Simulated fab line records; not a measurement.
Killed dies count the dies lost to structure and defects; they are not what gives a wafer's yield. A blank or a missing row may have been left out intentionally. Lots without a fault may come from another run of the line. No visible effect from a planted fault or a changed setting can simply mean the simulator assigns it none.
Chamber matching / flow nand_harc / NHARC_A_WL_FILL_ALD_02 on ald_metal-02 has 4 sister chambers
The step deposits TiN, target thk 2 nm, pulse time 3 s, ald cycles 100. 4 wafers are shown with their chamber, then 8 later ones without.

== WAFERS WITH THEIR CHAMBER ==
wafer=L078.6; chamber=3; heater_power_w (W)=1018
wafer=L081.3; chamber=1; heater_power_w (W)=1147
wafer=L081.4; chamber=2; heater_power_w (W)=1123
wafer=L083.1; chamber=0; heater_power_w (W)=1071

== WAFERS MISSING THEIR CHAMBER ==
wafer=L083.3; heater_power_w (W)=1018
wafer=L083.6; heater_power_w (W)=1067
wafer=L086.1; heater_power_w (W)=1046
wafer=L086.4; heater_power_w (W)=1113
wafer=L086.6; heater_power_w (W)=1087
wafer=L095.1; heater_power_w (W)=1136
wafer=L095.2; heater_power_w (W)=1094
wafer=L095.6; heater_power_w (W)=1079

== THE CHAMBER EACH PASSED THROUGH ==
wafer=L083.3; from the rows above=3; in truth=3
wafer=L083.6; from the rows above=0; in truth=0
wafer=L086.1; from the rows above=can't be placed: 0 or 3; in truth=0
wafer=L086.4; from the rows above=can't be placed: 2 or 1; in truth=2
wafer=L086.6; from the rows above=can't be placed: 0 or 2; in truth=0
wafer=L095.1; from the rows above=can't be placed: 1 or 2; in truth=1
wafer=L095.2; from the rows above=can't be placed: 0 or 2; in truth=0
wafer=L095.6; from the rows above=0; in truth=0
Correct placement for 3 of the 8. Not placeable from these rows: 5 (in 5, the candidates include the true chamber). Placed wrongly: 0.
How it was worked out, from the rows above alone: a wafer's distance from a chamber is the root of the sum, over the readings, of the square of ((its reading less the chamber's mean) divided by the reading's scatter). The wafer belongs to the nearest chamber; if the next one is less than 2 further off, it can't be placed. For every chamber, the mean is computed from those of its wafers that are shown. The scatter: root of mean squared gap, hidden wafer to nearest shown wafer, with one shown wafer a chamber.
